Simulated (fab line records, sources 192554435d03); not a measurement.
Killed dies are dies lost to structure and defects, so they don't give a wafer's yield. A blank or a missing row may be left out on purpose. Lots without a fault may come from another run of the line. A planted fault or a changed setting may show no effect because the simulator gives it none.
One fault seen from 2 desks | flow n5_finfet | each desk has only its own numbers; what lay behind them comes last

THE TOOL OWNER'S DESK: krf_scanner-01
The tool's own readings at N5_BEOL_M14_EXPOSE_07 (exposes mask V13): means of the sampled wafers that have a number, for each lot that ran on this tool. A lot is out of limits, marked OUT, if its mean lies more than 4 standard deviations from the usual mean; the brackets give that distance.
Columns: A = focus_offset_nm at N5_BEOL_M14_EXPOSE_07, usual 0.0 nm; B = reticle_temp_C at N5_BEOL_M14_EXPOSE_07, usual 22.98 C
lot  | first seen here | A    | B
L266 | day 11 20:35    | -0.6 | 22.87
L270 | day 12 21:40    | -0.4 | 22.95
L276 | day 13 22:43    | -0.7 | 22.97
L275 | day 14 01:23    | 0.0  | 23.02
L280 | day 16 06:53    | 0.3  | 22.96
L287 | day 17 05:59    | -0.1 | 23.02
This desk's finding: nothing out of limits on any of the 6 lots.

THE METROLOGY DESK
What the gauges read, lot by lot, whatever tool the lot ran on: means of the sampled wafers that have a number. A lot is out of limits, marked OUT, if its mean lies more than 4 standard deviations from the usual mean; the brackets give that distance.
Columns: A = V13_OVL at N5_BEOL_M14_OVL_MEAS_11, usual -1 nm
lot  | first seen here | A
L266 | day 11 20:47    | -4
L265 | day 12 05:44    | 4
L269 | day 12 14:48    | -4
L267 | day 12 19:58    | -2
L270 | day 12 21:52    | 4
L268 | day 13 00:53    | 3
L276 | day 13 22:54    | -8
L275 | day 14 01:35    | -5
L280 | day 16 07:05    | 24 (+4.6) OUT
L287 | day 17 06:12    | 15
This desk's finding: out of limits on L280; first on L280, day 16 07:05 (V13_OVL at N5_BEOL_M14_OVL_MEAS_11). In limits: L266, L265, L269, L267, L270, L268, L276, L275, L287.

PUT TOGETHER
The metrology desk could have raised an alarm at day 16 07:05, on L280.
The tool owner's desk saw nothing out of limits.
The tool owner's desk has L280 on record, within its limits.
Of the lots named, all ran N5_BEOL_M14_EXPOSE_07 on krf_scanner-01.

WHAT THE SIMULATOR HAD PUT IN
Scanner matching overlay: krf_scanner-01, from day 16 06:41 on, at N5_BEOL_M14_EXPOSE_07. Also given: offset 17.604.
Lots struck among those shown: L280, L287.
Hours from the fault's start to each desk's first reading out of limits: the metrology desk, 0.
